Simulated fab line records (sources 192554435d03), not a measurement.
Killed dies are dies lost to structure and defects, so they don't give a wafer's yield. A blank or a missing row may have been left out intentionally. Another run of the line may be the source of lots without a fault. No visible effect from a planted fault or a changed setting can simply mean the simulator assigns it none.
Which tool was responsible? :: flow n5 finfet :: Sampling: 10 lots, 30 wafers, 6 of 1938 route steps

== WHAT THE GAUGES READ, wafer by wafer ==
N5_FIN_SAQP_CD_MEAS_16: target cd 35.6 nm. Usual: cd nm at 35.6 nm, with a standard deviation of 0.42.
lot: L445
measured: day 1 21:07
on: cd sem-02
cd nm (nm): 35.3 36.0 35.5
flag: 

lot: L446
measured: day 2 03:38
on: cd sem-02
cd nm (nm): 35.9 34.5 35.4
flag: 

lot: L447
measured: day 2 09:50
on: cd sem-02
cd nm (nm): 35.5 34.7 35.5
flag: 

lot: L449
measured: day 2 22:33
on: cd sem-02
cd nm (nm): 35.7 35.5 34.5
flag: 

lot: L450
measured: day 3 03:16
on: cd sem-02
cd nm (nm): 35.7 35.6 35.4
flag: 

lot: L452
measured: day 3 17:34
on: cd sem-03
cd nm (nm): 35.8 35.0 35.4
flag: 

lot: L457
measured: day 4 21:43
on: cd sem-03
cd nm (nm): 35.9 35.7 36.0
flag: 

lot: L462
measured: day 6 03:26
on: cd sem-01
cd nm (nm): 35.9 35.8 35.9
flag: 

lot: L465
measured: day 7 01:58
on: cd sem-03
cd nm (nm): 33.2 33.7 33.4
flag: OFF

lot: L466
measured: day 7 04:38
on: cd sem-02
cd nm (nm): 32.9 32.9 33.6
flag: OFF

N5_BEOL_M4_RC_MEAS_101. Usual: DIBL_N 37.1 mV/V, standard deviation 2.6; DIBL_P 38 mV/V, standard deviation 3; IOFF_N 0.18 nA/um, standard deviation 0.052; IOFF_P 0.25 nA/um, standard deviation 0.06; ION_N 678 uA/um, standard deviation 15; ION_P 467 uA/um, standard deviation 8.6; SS_N 71.7 mV/dec, standard deviation 0.73; SS_P 73.7 mV/dec, standard deviation 0.89; VT_N 249 mV, standard deviation 4.3; VT_P -248 mV, standard deviation 3.8.
lot: L445
measured: day 10 15:06
on: prober-01
DIBL_N (mV/V): 33.4 32.1 32.3
DIBL_P (mV/V): 34 32 33
IOFF_N (nA/um): 0.13 0.12 0.10
IOFF_P (nA/um): 0.20 0.16 0.17
ION_N (uA/um): 648 659 648
ION_P (uA/um): 455 458 454
SS_N (mV/dec): 72.0 70.9 70.4
SS_P (mV/dec): 72.2 71.6 71.5
VT_N (mV): 254 253 260
VT_P (mV): -247 -252 -251
flag: 

lot: L446
measured: day 10 12:04
on: prober-02
DIBL_N (mV/V): 34.6 40.1 36.5
DIBL_P (mV/V): 36 42 38
IOFF_N (nA/um): 0.13 0.26 0.17
IOFF_P (nA/um): 0.18 0.29 0.22
ION_N (uA/um): 657 688 667
ION_P (uA/um): 448 468 459
SS_N (mV/dec): 70.1 72.2 72.0
SS_P (mV/dec): 72.9 74.8 72.7
VT_N (mV): 253 242 249
VT_P (mV): -255 -245 -251
flag: 

lot: L447
measured: day 11 05:18
on: prober-02
DIBL_N (mV/V): 36.0 36.3 36.3
DIBL_P (mV/V): 34 36 35
IOFF_N (nA/um): 0.14 0.17 0.15
IOFF_P (nA/um): 0.20 0.24 0.24
ION_N (uA/um): 676 692 691
ION_P (uA/um): 465 472 474
SS_N (mV/dec): 71.2 71.6 71.2
SS_P (mV/dec): 72.9 73.4 72.7
VT_N (mV): 248 244 249
VT_P (mV): -250 -246 -248
flag: 

lot: L449
measured: day 12 18:28
on: prober-02
DIBL_N (mV/V): 40.6 38.6 39.5
DIBL_P (mV/V): 39 38 37
IOFF_N (nA/um): 0.20 0.19 0.19
IOFF_P (nA/um): 0.30 0.30 0.26
ION_N (uA/um): 661 674 692
ION_P (uA/um): 466 477 475
SS_N (mV/dec): 73.0 71.6 71.4
SS_P (mV/dec): 74.1 74.0 73.9
VT_N (mV): 248 247 248
VT_P (mV): -244 -243 -247
flag: 

lot: L450
measured: day 12 09:07
on: prober-02
DIBL_N (mV/V): 34.7 33.9 34.8
DIBL_P (mV/V): 34 33 35
IOFF_N (nA/um): 0.13 0.12 0.13
IOFF_P (nA/um): 0.22 0.19 0.23
ION_N (uA/um): 659 661 674
ION_P (uA/um): 464 461 475
SS_N (mV/dec): 71.6 71.3 71.1
SS_P (mV/dec): 73.4 72.3 72.6
VT_N (mV): 251 253 255
VT_P (mV): -247 -251 -246
flag: 

lot: L452
measured: day 12 01:53
on: prober-02
DIBL_N (mV/V): 37.1 38.0 34.7
DIBL_P (mV/V): 39 41 37
IOFF_N (nA/um): 0.18 0.21 0.14
IOFF_P (nA/um): 0.24 0.29 0.21
ION_N (uA/um): 674 686 667
ION_P (uA/um): 463 476 463
SS_N (mV/dec): 72.0 71.8 70.5
SS_P (mV/dec): 74.2 74.3 73.3
VT_N (mV): 250 249 252
VT_P (mV): -248 -247 -247
flag: 

lot: L457
measured: day 13 12:31
on: prober-02
DIBL_N (mV/V): 36.7 35.2 37.4
DIBL_P (mV/V): 38 37 39
IOFF_N (nA/um): 0.18 0.16 0.19
IOFF_P (nA/um): 0.25 0.24 0.26
ION_N (uA/um): 675 693 671
ION_P (uA/um): 469 476 461
SS_N (mV/dec): 71.2 70.9 71.9
SS_P (mV/dec): 73.2 74.2 74.3
VT_N (mV): 246 249 248
VT_P (mV): -249 -247 -249
flag: 

lot: L462
measured: day 14 14:53
on: prober-02
DIBL_N (mV/V): 36.8 37.6 42.1
DIBL_P (mV/V): 38 39 43
IOFF_N (nA/um): 0.15 0.18 0.30
IOFF_P (nA/um): 0.25 0.29 0.40
ION_N (uA/um): 675 680 712
ION_P (uA/um): 469 478 482
SS_N (mV/dec): 71.2 71.5 72.6
SS_P (mV/dec): 73.1 73.6 75.5
VT_N (mV): 253 247 241
VT_P (mV): -245 -245 -240
flag: 

lot: L465
measured: day 15 15:13
on: prober-02
DIBL_N (mV/V): 38.0 33.1 35.1
DIBL_P (mV/V): 38 34 35
IOFF_N (nA/um): 0.18 0.10 0.13
IOFF_P (nA/um): 0.25 0.17 0.18
ION_N (uA/um): 675 655 666
ION_P (uA/um): 464 458 455
SS_N (mV/dec): 72.1 70.9 71.4
SS_P (mV/dec): 73.6 73.0 73.5
VT_N (mV): 250 258 253
VT_P (mV): -248 -255 -253
flag: 

lot: L466
measured: day 17 18:43
on: prober-01
DIBL_N (mV/V): 43.7 38.2 37.7
DIBL_P (mV/V): 45 38 37
IOFF_N (nA/um): 0.34 0.18 0.17
IOFF_P (nA/um): 0.39 0.24 0.23
ION_N (uA/um): 692 696 677
ION_P (uA/um): 472 478 467
SS_N (mV/dec): 73.6 71.0 71.5
SS_P (mV/dec): 75.9 73.4 74.3
VT_N (mV): 243 249 250
VT_P (mV): -243 -248 -248
flag: 

== TOOL THAT RAN EACH LOT (tool first, then ch and the chambers of the sampled wafers, then the start) ==
lot: L445
N5_PMOS_HMC_CHANNEL_EPI_CMP_21: cmp-01 ch 2,3, day 1 19:08
N5_FIN_SAQP_PEB_14: litho track-01 ch 0, day 1 21:03
N5_FIN_SAQP_RECESS_75: vapor etch-01 ch 0,1, day 1 22:04
N5_FIN_SAQP_MANDREL_ETCH_58: rie si-02 ch 1,2,3, day 2 00:21

lot: L446
N5_PMOS_HMC_CHANNEL_EPI_CMP_21: cmp-04 ch 0,2, day 2 01:26
N5_FIN_SAQP_PEB_14: litho track-01 ch 0, day 2 03:34
N5_FIN_SAQP_RECESS_75: vapor etch-02 ch 0,1, day 2 04:56
N5_FIN_SAQP_MANDREL_ETCH_58: rie si-02 ch 0,2,3, day 2 06:25

lot: L447
N5_PMOS_HMC_CHANNEL_EPI_CMP_21: cmp-04 ch 0,1, day 2 07:37
N5_FIN_SAQP_PEB_14: litho track-03 ch 0, day 2 09:47
N5_FIN_SAQP_RECESS_75: vapor etch-01 ch 0,1, day 2 10:53
N5_FIN_SAQP_MANDREL_ETCH_58: rie si-01 ch 0,1,2, day 2 12:34

lot: L449
N5_PMOS_HMC_CHANNEL_EPI_CMP_21: cmp-01 ch 2,3, day 2 20:22
N5_FIN_SAQP_PEB_14: litho track-03 ch 0, day 2 22:29
N5_FIN_SAQP_RECESS_75: vapor etch-01 ch 1, day 2 23:28
N5_FIN_SAQP_MANDREL_ETCH_58: rie si-02 ch 1,3, day 3 01:23

lot: L450
N5_PMOS_HMC_CHANNEL_EPI_CMP_21: cmp-03 ch 0,1,2, day 3 01:11
N5_FIN_SAQP_PEB_14: litho track-03 ch 0, day 3 03:12
N5_FIN_SAQP_RECESS_75: vapor etch-01 ch 1, day 3 04:20
N5_FIN_SAQP_MANDREL_ETCH_58: rie si-02 ch 0,1,2, day 3 06:34

lot: L452
N5_PMOS_HMC_CHANNEL_EPI_CMP_21: cmp-03 ch 0,2, day 3 15:28
N5_FIN_SAQP_PEB_14: litho track-03 ch 0, day 3 17:30
N5_FIN_SAQP_RECESS_75: vapor etch-02 ch 0,1, day 3 20:26
N5_FIN_SAQP_MANDREL_ETCH_58: rie si-01 ch 0,1, day 3 23:43

lot: L457
N5_PMOS_HMC_CHANNEL_EPI_CMP_21: cmp-04 ch 1,2, day 4 19:26
N5_FIN_SAQP_PEB_14: litho track-01 ch 0, day 4 21:39
N5_FIN_SAQP_RECESS_75: vapor etch-02 ch 0,1, day 4 22:58
N5_FIN_SAQP_MANDREL_ETCH_58: rie si-01 ch 2,3, day 5 00:20

lot: L462
N5_PMOS_HMC_CHANNEL_EPI_CMP_21: cmp-01 ch 0,1,2, day 6 01:19
N5_FIN_SAQP_PEB_14: litho track-02 ch 0, day 6 03:22
N5_FIN_SAQP_RECESS_75: vapor etch-02 ch 0,1, day 6 04:14
N5_FIN_SAQP_MANDREL_ETCH_58: rie si-02 ch 1,2,3, day 6 06:32

lot: L465
N5_PMOS_HMC_CHANNEL_EPI_CMP_21: cmp-01 ch 1,2,3, day 6 23:56
N5_FIN_SAQP_PEB_14: litho track-03 ch 0, day 7 01:55
N5_FIN_SAQP_RECESS_75: vapor etch-01 ch 0,1, day 7 02:54
N5_FIN_SAQP_MANDREL_ETCH_58: rie si-04 ch 1,2,3, day 7 04:31

lot: L466
N5_PMOS_HMC_CHANNEL_EPI_CMP_21: cmp-03 ch 0,2, day 7 01:39
N5_FIN_SAQP_PEB_14: litho track-03 ch 0, day 7 04:34
N5_FIN_SAQP_RECESS_75: vapor etch-02 ch 0,1, day 7 05:27
N5_FIN_SAQP_MANDREL_ETCH_58: rie si-04 ch 0,1, day 7 07:27
- N5_PMOS_HMC_CHANNEL_EPI_CMP_21: polishes SiGe30, target thk 54 nm.
- N5_FIN_SAQP_PEB_14: peb time 60 s.
- N5_FIN_SAQP_RECESS_75: chemistry HF/NH3, target SiO2, target depth 14.4 nm, afs cycles 3, sublimation time 60 s.
- N5_FIN_SAQP_MANDREL_ETCH_58: etches a-Si in HBr/Cl2, stops on SiNx, target depth 45 nm, bt time 10 s, time 27 s.

== AS READ BY THE TOOLS THEMSELVES (means over the sampled wafers that have a number; for cases with no such wafer, the mark the record gives instead) ==
N5_PMOS_HMC_CHANNEL_EPI_CMP_21. Usual: motor current A at 12.2 A, with a standard deviation of 1.1.
lot: L445
tool: cmp-01
motor current A (A): 11.7
flag: 

lot: L446
tool: cmp-04
motor current A (A): 12.4
flag: 

lot: L447
tool: cmp-04
motor current A (A): 12.5
flag: 

lot: L449
tool: cmp-01
motor current A (A): 11.7
flag: 

lot: L450
tool: cmp-03
motor current A (A): 10.8
flag: 

lot: L452
tool: cmp-03
motor current A (A): 11.2
flag: 

lot: L457
tool: cmp-04
motor current A (A): 12.1
flag: 

lot: L462
tool: cmp-01
motor current A (A): 11.9
flag: 

lot: L465
tool: cmp-01
motor current A (A): 12.8
flag: 

lot: L466
tool: cmp-03
motor current A (A): 10.4
flag: 

N5_FIN_SAQP_PEB_14. Usual: exhaust pa at 44.8 Pa, with a standard deviation of 0.86.
lot: L445
tool: litho track-01
exhaust pa (Pa): 46.6
flag: 

lot: L446
tool: litho track-01
exhaust pa (Pa): 44.7
flag: 

lot: L447
tool: litho track-03
exhaust pa (Pa): 44.7
flag: 

lot: L449
tool: litho track-03
exhaust pa (Pa): 45.5
flag: 

lot: L450
tool: litho track-03
exhaust pa (Pa): 44.7
flag: 

lot: L452
tool: litho track-03
exhaust pa (Pa): 43.7
flag: 

lot: L457
tool: litho track-01
exhaust pa (Pa): 45.0
flag: 

lot: L462
tool: litho track-02
exhaust pa (Pa): 45.3
flag: 

lot: L465
tool: litho track-03
exhaust pa (Pa): 44.4
flag: 

lot: L466
tool: litho track-03
exhaust pa (Pa): 45.0
flag: 

N5_FIN_SAQP_RECESS_75. Usual: drypump motor current A at 5.2 A, with a standard deviation of 0.44.
lot: L445
tool: vapor etch-01
drypump motor current A (A): 4.8
flag: 

lot: L446
tool: vapor etch-02
drypump motor current A (A): 5.4
flag: 

lot: L447
tool: vapor etch-01
drypump motor current A (A): 4.9
flag: 

lot: L449
tool: vapor etch-01
drypump motor current A (A): 4.8
flag: 

lot: L450
tool: vapor etch-01
drypump motor current A (A): 4.9
flag: 

lot: L452
tool: vapor etch-02
drypump motor current A (A): 5.7
flag: 

lot: L457
tool: vapor etch-02
drypump motor current A (A): 5.7
flag: 

lot: L462
tool: vapor etch-02
drypump motor current A (A): 5.4
flag: 

lot: L465
tool: vapor etch-01
drypump motor current A (A): 4.9
flag: 

lot: L466
tool: vapor etch-02
drypump motor current A (A): 5.6
flag: 

N5_FIN_SAQP_MANDREL_ETCH_58. Usual: chamber pressure mTorr 10.001 mTorr, standard deviation 0.0092; drypump motor current A 5.7 A, standard deviation 0.43; oes product au 0.701 a.u., standard deviation 0.012; throttle valve pct 35.5 %, standard deviation 0.34.
lot: L445
tool: rie si-02
chamber pressure mTorr (mTorr): 9.997
drypump motor current A (A): 5.3
oes product au (a.u.): 0.703
throttle valve pct (%): 35.3
flag: 

lot: L446
tool: rie si-02
chamber pressure mTorr (mTorr): 10.005
drypump motor current A (A): 5.3
oes product au (a.u.): 0.694
throttle valve pct (%): 35.2
flag: 

lot: L447
tool: rie si-01
chamber pressure mTorr (mTorr): 9.994
drypump motor current A (A): 5.7
oes product au (a.u.): 0.698
throttle valve pct (%): 35.7
flag: 

lot: L449
tool: rie si-02
chamber pressure mTorr (mTorr): 10.001
drypump motor current A (A): 5.1
oes product au (a.u.): 0.706
throttle valve pct (%): 35.2
flag: 

lot: L450
tool: rie si-02
chamber pressure mTorr (mTorr): 9.999
drypump motor current A (A): 5.7
oes product au (a.u.): 0.702
throttle valve pct (%): 35.4
flag: 

lot: L452
tool: rie si-01
chamber pressure mTorr (mTorr): 10.005
drypump motor current A (A): 5.5
oes product au (a.u.): 0.699
throttle valve pct (%): 35.8
flag: 

lot: L457
tool: rie si-01
chamber pressure mTorr (mTorr): 10.000
drypump motor current A (A): 5.9
oes product au (a.u.): 0.711
throttle valve pct (%): 35.1
flag: 

lot: L462
tool: rie si-02
chamber pressure mTorr (mTorr): 9.994
drypump motor current A (A): 5.3
oes product au (a.u.): 0.701
throttle valve pct (%): 35.3
flag: 

lot: L465
tool: rie si-04
chamber pressure mTorr (mTorr): 9.999
drypump motor current A (A): 5.7
oes product au (a.u.): 0.701
throttle valve pct (%): 35.8
flag: 

lot: L466
tool: rie si-04
chamber pressure mTorr (mTorr): 10.000
drypump motor current A (A): 5.9
oes product au (a.u.): 0.696
throttle valve pct (%): 35.9
flag: 

== THE ANSWER, worked out from the rows above alone ==
Rule: a lot counts as off when the mean over its wafers that have a number is more than 3 standard deviations away from the usual mean. Also off: a lot with no number at a reading for which 4 or more lots have one. Any other lot the step has rows for is counted as sound. The gauges are gone through in route order, then the tools' own readings, and for those a lot's mean is taken as printed above. At the first step where some lot is off, the reading lying furthest off is the one used; lots without a number count as furthest.
Off at N5_FIN_SAQP_CD_MEAS_16 (cd nm): L465, L466.
A tool fits if, at a process step before that reading, it ran every lot that is off, and no sound lot after the first of them. The gauges at N5_FIN_SAQP_CD_MEAS_16 are tried like those tools. One fits: litho track-03 at N5_FIN_SAQP_PEB_14. Its last sound lot is L452 (day 3 17:30), its first lot that is off L465 (day 7 01:55): a fault that began between those two fits.

== WHAT HAD BEEN PUT IN BY THE SIMULATOR ==
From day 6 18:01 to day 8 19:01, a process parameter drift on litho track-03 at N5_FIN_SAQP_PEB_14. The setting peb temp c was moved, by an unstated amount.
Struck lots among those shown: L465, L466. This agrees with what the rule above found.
